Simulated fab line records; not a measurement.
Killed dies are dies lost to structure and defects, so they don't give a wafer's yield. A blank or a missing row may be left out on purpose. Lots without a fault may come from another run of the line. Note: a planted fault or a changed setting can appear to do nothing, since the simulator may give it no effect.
fab line records    flow n5Finfet
record: lots: 6  wafers: 18  lastDay: 17
route steps=1938 shown BEOL_M10@1495 PASSIVATION@1936
lots untouched by any fault: they come from a run of this same line in which no faults occurred
startH: start of the lot's first displayed wafer, in hours after the record's first day    waitH: hours elapsed since this lot's preceding step    " repeats the value in the row above    L1.1+2: a row that stands for several wafers    - either no value or no given start    * or withheld: withheld    < > ~ a bound
route shown NAME@n: NAME is a module with steps in the file, n the number in the route of the first one    usual: the fault-free wafers' mean and standard deviation    same: alike in all rows    chamber/n: place in a boat    sites: readings site by site    _std_site: standard deviation of those values    _edge_site: outer sites' mean less inner sites'    radiusMm: for every site, how far away it sits from the centre of the wafer    mask NAME#n: copy n    behind: the last tool/chamber to shape the wafer    hold: what put the lot on hold/how long, in hours/how the hold closed    device: names the non-switching transistor (n, p or np)    end of line: the route-end tests of the same wafers    for a step that has no rows: nothing shown but its recipe    killed: at the first sort, the dies lost to defects and structure; wafer yield is something else    map: per-die view of a wafer (x killed, . not killed, _ where there is no die)
set.NAME: the run value of the setting; set.NAME@STEP: its run value at that earlier step    model.NAME: the simulator's own value behind a step, which no gauge read
lots seen at some steps along the route; tables by step, rows by wafer
services: the hour from which a tool's chamber was out of use, counted from the record's first day as startH (under 0 if before that day), plus the number of hours and why
== steps ==
step: N5_BEOL_M10_COAT_64
recipe: resist: SiARC  tempC: 220  timeS: 60  spinRpm: 1500  resistThkNm: 30
step: N5_BEOL_M10_COAT_22
recipe: resist: CAR-ArF  spinRpm: 1500  resistThkNm: 90
step: N5_BEOL_M10_EBR_24
recipe: solvent: PGMEA  ebrWidthMm: 1.5
step: N5_BEOL_M10_SOFTBAKE_23
recipe: tempC: 110  timeS: 60  resist: CAR-ArF
step: N5_BEOL_M10_EXPOSE_25
recipe: maskId: V9  na: 1.35  sourceShape: annular  sigmaInner: 0.5  sigmaOuter: 0.8  polarization: unpolarized  doseMj: 85.5
step: N5_BEOL_M10_PEB_26
recipe: pebTempC: withheld  pebTimeS: 60  resist: CAR-ArF
step: N5_BEOL_M10_DEVELOP_27
recipe: developTimeS: 30  developer: TMAH  resist: CAR-ArF  rinseLiquid: diw  dry: airSpin  devTempC: 23
step: N5_BEOL_M10_CD_MEAS_28
recipe: targetCdNm: 70  landingEnergyEv: 500  detector: seInlens  polarity: opening
usual: cdNm: 69.2/0.87
lot.wafer  tool      chamber  startH  waitH  cdNm
L701.1     cdSem-03  0        217.43  -      69.8
L701.4     "         0        "       "      69.6
L701.5     "         0        "       "      68.5
L704.1     cdSem-02  0        234.53  -      69.4
L704.3     "         0        "       "      69.3
L704.5     "         0        "       "      68.6
L715.1     cdSem-01  0        296.28  -      68.9
L715.4     "         0        "       "      68.9
L715.5     "         0        "       "      69.0
L716.1     cdSem-03  0        314.95  -      69.3
L716.2     "         0        "       "      70.0
L716.3     "         0        "       "      68.4
L720.1     cdSem-03  0        337.33  -      69.5
L720.2     "         0        "       "      71.0
L720.3     "         0        "       "      69.2
L723.1     cdSem-01  0        350.93  -      66.9
L723.2     "         0        "       "      67.6
L723.5     "         0        "       "      67.8
step: N5_BEOL_M10_OVL_MEAS_29
recipe: pointsPerWafer: 44
usual: V9_OVL: 0.0/0.9
lot.wafer  tool        chamber  startH  waitH  V9_OVL[nm]
L701.1     overlay-01  0        217.46  0.0    1.5
L701.4     "           0        "       "      0.9
L701.5     "           0        "       "      1.6
L704.1     overlay-02  0        234.58  0.0    0.7
L704.3     "           0        "       "      0.3
L704.5     "           0        "       "      1.1
L715.1     overlay-02  0        296.31  0.0    0.8
L715.4     "           0        "       "      0.8
L715.5     "           0        "       "      0.6
L716.1     overlay-01  0        314.98  0.0    1.3
L716.2     "           0        "       "      0.2
L716.3     "           0        "       "      0.0
L720.1     overlay-01  0        337.36  0.0    -0.8
L720.2     "           0        "       "      0.6
L720.3     "           0        "       "      0.2
L723.1     overlay-01  0        350.96  0.0    -0.2
L723.2     "           0        "       "      -1.3
L723.5     "           0        "       "      -1.2
step: N5_BEOL_M10_INSPECT_30
recipe: mode: adi  inspectInstrument: brightfield
usual: rawDefectCount: 430/88
lot.wafer  tool              chamber  startH  waitH  rawDefectCount
L701.1     defectInspect-01  -        217.48  0.0    451
L701.4     "                 -        "       "      403
L701.5     "                 -        "       "      466
L704.1     defectInspect-01  -        234.62  0.0    375
L704.3     "                 -        "       "      333
L704.5     "                 -        "       "      435
L715.1     defectInspect-02  -        296.33  0.0    455
L715.4     "                 -        "       "      332
L715.5     "                 -        "       "      418
L716.1     defectInspect-02  -        315.01  0.0    392
L716.2     "                 -        "       "      322
L716.3     "                 -        "       "      475
L720.1     defectInspect-02  -        337.38  0.0    524
L720.2     "                 -        "       "      675
L720.3     "                 -        "       "      494
L723.1     defectInspect-02  -        350.98  0.0    543
L723.2     "                 -        "       "      480
L723.5     "                 -        "       "      529
step: N5_BEOL_M10_DESCUM_33
recipe: chemistry: O2  timeS: 7.9  sourcePowerW: 50  biasPowerW: 20  pressureMtorr: 20  rfFrequencyHz: 2.712e+07  tempC: 40  resist: CAR-ArF  o2FlowSccm: 225
usual: drypumpMotorCurrentA: 5.9/0.37  oesProductAu: 0.82/0.083  rfVppV: 243.3/1.1  showerheadPlenumPTorr: 2.11/0.048  throttleValvePct: 20.47/0.29
same: timeS: 7.9
lot.wafer  tool        chamber  startH  waitH  drypumpMotorCurrentA  oesProductAu  rfHoursCounterH  rfVppV  showerheadPlenumPTorr  throttleValvePct
L701.1     rieDiel-01  2        217.52  0.0    6.5                   0.92          17               243.1   2.13                   20.05
L701.4     "           0        "       "      5.9                   0.71          228              241.0   2.00                   20.95
L701.5     "           1        "       "      5.8                   0.93          -                243.2   2.14                   20.39
L704.1     rieDiel-02  3        234.92  0.3    5.6                   0.69          236              242.4   2.13                   20.41
L704.3     "           0        "       "      5.9                   0.74          182              243.6   2.09                   20.70
L704.5     "           3        "       "      5.7                   0.69          -                244.2   2.13                   20.38
L715.1     rieDiel-02  0        296.37  0.0    5.9                   0.73          208              242.8   2.08                   20.75
L715.4     "           2        "       "      6.0                   0.76          131              242.9   2.11                   20.23
L715.5     "           3        "       "      5.6                   0.98          -                242.6   2.13                   20.06
L716.1     rieDiel-02  0        315.18  0.2    5.9                   0.72          216              242.8   2.08                   20.78
L716.2     "           3        "       "      5.6                   0.95          10               244.9   2.12                   20.06
L716.3     "           2        "       "      6.1                   0.76          137              243.3   2.11                   20.26
L720.1     rieDiel-01  1        337.49  0.1    5.8                   0.85          75               244.1   2.12                   20.47
L720.2     "           2        "       "      6.4                   0.84          62               243.6   2.11                   20.11
L720.3     "           3        "       "      5.6                   0.75          182              241.5   2.10                   20.92
L723.1     rieDiel-01  1        351.01  0.0    5.8                   0.86          79               242.5   2.12                   20.46
L723.2     "           0        "       "      5.9                   0.96          13               246.5   2.25                   20.64
L723.5     "           2        "       "      6.4                   0.84          -                244.0   2.11                   20.13
step: N5_BEOL_M10_ETCH_65
recipe: chemistry: CF4  target: SiARC  targetDepthA: 390  maskMaterial: CAR-ArF  timeS: 65  ionEnergyEv: 80  pressureMtorr: 40  sourceW: 545  biasW: 36  Ar_flow_sccm: 100  cf4FlowSccm: 100  ends: cleared
usual: biasW: 35.99/0.11  drypumpMotorCurrentA: 5.9/0.37  etchRfOnTimeS: 64.8/1.3  oesProductAu: 0.70/0.07  rfVppV: 184.3/0.99  showerheadPlenumPTorr: 2.15/0.049  throttleValvePct: 15.61/0.25
lot.wafer  tool        chamber  startH  waitH  biasW  drypumpMotorCurrentA  etchRfOnTimeS  oesProductAu  rfHoursCounterH  rfVppV  showerheadPlenumPTorr  throttleValvePct
L701.1     rieDiel-01  2        217.55  0.0    35.93  6.5                   65.0           0.80          17               184.4   2.19                   15.33
L701.4     "           0        "       "      35.82  5.9                   68.5           0.59          228              182.2   2.03                   16.02
L701.5     "           1        "       "      35.97  5.8                   64.6           0.77          -                184.6   2.18                   15.42
L704.1     rieDiel-02  3        234.96  0.0    36.09  5.6                   65.6           0.59          237              185.1   2.20                   15.79
L704.3     "           0        "       "      36.14  5.9                   63.9           0.63          182              183.0   2.12                   15.75
L704.5     "           3        "       "      36.15  5.6                   65.7           0.59          -                187.0   2.20                   15.80
L715.1     rieDiel-02  0        296.40  0.0    36.09  5.9                   64.2           0.61          208              183.3   2.11                   15.80
L715.4     "           2        "       "      35.95  6.0                   65.7           0.65          131              183.8   2.16                   15.46
L715.5     "           3        "       "      36.02  5.6                   63.7           0.84          -                184.0   2.20                   15.33
L716.1     rieDiel-02  0        315.21  0.0    36.22  5.9                   64.0           0.61          216              184.1   2.10                   15.81
L716.2     "           3        "       "      35.94  5.6                   63.7           0.81          10               183.5   2.19                   15.36
L716.3     "           2        "       "      36.08  6.0                   65.7           0.64          137              185.0   2.16                   15.48
L720.1     rieDiel-01  1        337.52  0.0    35.85  5.8                   65.5           0.72          75               183.4   2.16                   15.50
L720.2     "           2        "       "      36.00  6.5                   66.4           0.73          62               183.4   2.17                   15.38
L720.3     "           3        "       "      35.87  5.6                   63.9           0.65          182              183.8   2.14                   16.06
L723.1     rieDiel-01  1        351.05  0.0    36.01  5.8                   64.8           0.72          79               185.1   2.16                   15.50
L723.2     "           0        "       "      35.94  5.9                   66.2           0.78          13               186.4   2.27                   15.59
L723.5     "           2        "       "      36.09  6.4                   66.2           0.71          -                184.7   2.17                   15.41
step: N5_BEOL_M10_ETCH_66
recipe: chemistry: N2/H2  target: SOC  targetDepthA: 1200  overetchA: 240  maskMaterial: SiARC  tempC: 40  timeS: 180  ionEnergyEv: 200  pressureMtorr: 30  sourceW: 840  biasW: 150  n2FlowSccm: 200  h2FlowSccm: 200
usual: biasW: 150.0/0.46  drypumpMotorCurrentA: 5.9/0.37  oesProductAu: 0.66/0.065  rfVppV: 524.4/1.8  showerheadPlenumPTorr: 2.56/0.056  throttleValvePct: 17.8/0.3
same: timeS: 180
lot.wafer  tool        chamber  startH  waitH  biasW  drypumpMotorCurrentA  oesProductAu  rfHoursCounterH  rfVppV  showerheadPlenumPTorr  throttleValvePct  model.SiARC_of_BEOL_M10_COAT_64.thkNm
L701.1     rieDiel-01  2        217.60  0.0    150.8  6.5                   0.74          17               524.7   2.59                   17.4              22.4
L701.4     "           0        "       "      150.6  6.0                   0.57          228              519.9   2.40                   18.2              23.2
L701.5     "           1        "       "      149.7  5.8                   0.74          -                524.7   2.61                   17.8              22.6
L704.1     rieDiel-02  3        235.01  0.0    149.5  5.6                   0.57          237              525.4   2.60                   17.8              22.6
L704.3     "           0        "       "      150.0  5.9                   0.59          182              524.4   2.54                   18.2              22.6
L704.5     "           3        "       "      150.1  5.6                   0.57          -                523.3   2.60                   17.8              22.6
L715.1     rieDiel-02  0        296.45  0.0    149.4  5.9                   0.58          208              522.8   2.53                   18.2              17.4
L715.4     "           2        "       "      150.6  6.0                   0.61          131              526.4   2.55                   17.6              23.2
L715.5     "           3        "       "      150.5  5.6                   0.78          -                524.7   2.59                   17.4              22.6
L716.1     rieDiel-02  0        315.26  0.0    150.0  5.9                   0.58          216              522.1   2.53                   18.2              17.6
L716.2     "           3        "       "      150.5  5.6                   0.76          10               525.7   2.59                   17.4              22.4
L716.3     "           2        "       "      149.9  6.0                   0.62          137              524.2   2.55                   17.6              18.2
L720.1     rieDiel-01  1        337.57  0.0    149.2  5.8                   0.68          75               525.1   2.59                   17.8              22.8
L720.2     "           2        "       "      150.1  6.5                   0.69          62               525.0   2.57                   17.5              22.8
L720.3     "           3        "       "      150.6  5.6                   0.60          182              523.3   2.54                   18.4              22.6
L723.1     rieDiel-01  1        351.10  0.0    150.4  5.8                   0.68          79               525.8   2.59                   17.9              22.8
L723.2     "           0        "       "      149.9  5.9                   0.75          13               527.8   2.70                   17.8              23
L723.5     "           2        "       "      149.9  6.4                   0.69          -                525.7   2.56                   17.5              22.6
step: N5_BEOL_M10_STRIP_69
recipe: chemistry: N2/H2  tempC: 40  n2FlowSccm: 200  h2FlowSccm: 200  rfFrequencyHz: 6e+07
step: N5_PASSIVATION_PROBE_49
usual: defectLimitedYield: 91.1/1.4  killed_at_M0_to_M3: 33/9.1  killed_at_M4_up: 14/5.6  killedAtContacts: 13/5.7  killedAtFrontEnd: 42/12  killedAtOther: 4/3  killedDies: 105/16  killedOpen: 69/11  killedShort: 34/7.5  sort_bin_5_function: 5.2/0.91  sort_bin_6_memory: 3.3/0.64  sortNPass: 1075/16  sortYieldPct: 91.1/1.4
same: grossDies: 1180  killedAtBackSide: 0  sort_bin_4_leakage[%]: 0  sort_bin_8_speed[%]: 0
lot.wafer  tool       chamber  startH  waitH  defectLimitedYield[%]  killed_at_M0_to_M3  killed_at_M4_up  killedAtContacts  killedAtFrontEnd  killedAtOther  killedDies  killedOpen  killedShort  sort_bin_5_function[%]  sort_bin_6_memory[%]  sortNPass  sortYieldPct[%]
L716.2     prober-02  -        362.49  0.1    89.7                   33                  14               14                50                11             122         71          36           4.8                     4.2                   1058       89.7
L723.1     prober-01  -        410.64  0.0    89.7                   30                  5                10                66                11             122         74          47           6.9                     3.0                   1058       89.7
L723.2     prober-01  -        410.69  0.1    89.4                   56                  11               11                41                6              125         86          38           6.9                     3.4                   1055       89.4
L723.5     prober-01  -        410.84  0.2    90.5                   33                  19               20                37                3              112         75          37           5.9                     3.2                   1068       90.5
killed by level:class
L716.2 HKMG_FIN:areaEtch=15 FIN_SAQP:geometricParticle:open=12 MOL_CONTACT_COAG:geometricParticle:open=10 BEOL_M2:geometricParticle:open=7 FIN_SAQP:geometricParticle:short=6 BEOL_M0_SAQP:geometricParticle:open=6 BEOL_M1:geometricParticle:open=6 BEOL_M4:geometricParticle:open=6
L723.1 FIN_SAQP:geometricParticle:open=16 FIN_SAQP:geometricParticle:short=15 STI_FIN_REVEAL:geometricParticle:open=9 DUMMY_GATE:geometricParticle:open=8 BEOL_M0_SAQP:geometricParticle:short=8 MOL_CONTACT_COAG:geometricParticle:open=7 BEOL_M2:geometricParticle:open=6 BEOL_M3:geometricParticle:open=6
L723.2 FIN_SAQP:geometricParticle:open=18 BEOL_M2:geometricParticle:open=16 MOL_CONTACT_COAG:geometricParticle:open=11 BEOL_M0_SAQP:geometricParticle:open=8 FIN_SAQP:geometricParticle:short=7 BEOL_M3:geometricParticle:open=7 BEOL_M0_SAQP:geometricParticle:short=6 BEOL_M0:geometricParticle:open=6
L723.5 MOL_CONTACT_COAG:geometricParticle:open=16 FIN_SAQP:geometricParticle:open=9 BEOL_M2:geometricParticle:open=8 FIN_SAQP:geometricParticle:short=7 STI_FIN_REVEAL:geometricParticle:open=6 BEOL_M0_SAQP:geometricParticle:open=6 BEOL_M4:geometricParticle:open=6 BEOL_M1:geometricParticle:open=5
== services ==
tool        chamber  startH  hours  kind
rieDiel-02  2        231.84  21.6   repair
rieDiel-02  3        264.19  -      clean
rieDiel-02  3        264.19  -      consumableReplace:focusRing
rieDiel-02  3        264.19  19.1   scheduledDown
rieDiel-02  3        264.19  19.1   ventCycle
rieDiel-01  0        286.63  -      clean
rieDiel-01  0        286.63  -      consumableReplace:focusRing
rieDiel-01  0        286.63  -      consumableReplace:showerhead
rieDiel-01  0        286.63  28.2   scheduledDown
rieDiel-01  0        286.63  28.2   ventCycle
== key ==
firstSign none at tools or gauges
modelEffect: step: N5_BEOL_M10_ETCH_66  value: SiARC_of_BEOL_M10_COAT_64.thkNm  without: 22.93  struck: 17.73
metAt N5_BEOL_M10_ETCH_66
struckWafers L715.1,L716.1,L716.3
baselineLoss: step: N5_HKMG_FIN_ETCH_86  wafers: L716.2
onsetBetween 235.01 296.45
fault: kind: processParameterDrift  tool: rieDiel-02  chamber: -  onsetH: 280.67  steps: N5_BEOL_M10_ETCH_66  channel: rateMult  offset: 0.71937  shape: step  endH: 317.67  scope: struckWafersOnly
baselineLoss: these wafers lose ten dies or more at that step, a loss of the line's own and not of a fault; the sort's usual values leave them out
